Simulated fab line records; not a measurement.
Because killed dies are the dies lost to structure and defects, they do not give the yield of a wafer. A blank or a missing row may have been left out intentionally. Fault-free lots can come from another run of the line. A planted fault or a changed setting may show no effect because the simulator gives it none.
Matching of chambers ; flow n5-finfet ; N5_MOL_CONTACT_COAG_CMP_23 on cmp-01 has 4 sister chambers
The step polishes, stops on SiO2, t overpolish 1.5 s, target thk 0 nm. 4 wafers are shown with their chamber, then 7 later ones without.

WAFERS WITH THEIR CHAMBER
wafer;chamber;motor-current-A (A)
L086.3;3;7.5
L086.6;2;8.5
L088.3;0;8.1
L088.4;1;8.6

WAFERS MISSING THEIR CHAMBER
wafer;motor-current-A (A)
L088.6;9.1
L093.1;7.1
L093.2;8.7
L093.5;8.3
L095.2;7.5
L095.4;8.8
L095.5;8.3

WHICH CHAMBER EACH WENT THROUGH
wafer;from the rows above;in truth
L088.6;can't be placed: 1 or 2 or 0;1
L093.1;3;3
L093.2;can't be placed: 1 or 2 or 0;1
L093.5;can't be placed: 2 or 0 or 1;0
L095.2;3;3
L095.4;can't be placed: 1 or 2 or 0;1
L095.5;can't be placed: 2 or 0 or 1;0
Placed correctly: 2 of 7. Cannot be placed on the basis of these rows: 5; the candidates contain the true chamber in 5. Number placed wrongly: 0.
How it was worked out, from the rows above alone: a wafer's distance from a chamber is the root of the sum, over the readings, of the square of ((its reading less the chamber's mean) divided by the reading's scatter). The wafer belongs to the nearest chamber; if the next one is less than 2 further off, it can't be placed. Each chamber's mean is taken over the wafers shown for it. The scatter: root of mean squared gap, hidden wafer to nearest shown wafer, with one shown wafer a chamber.
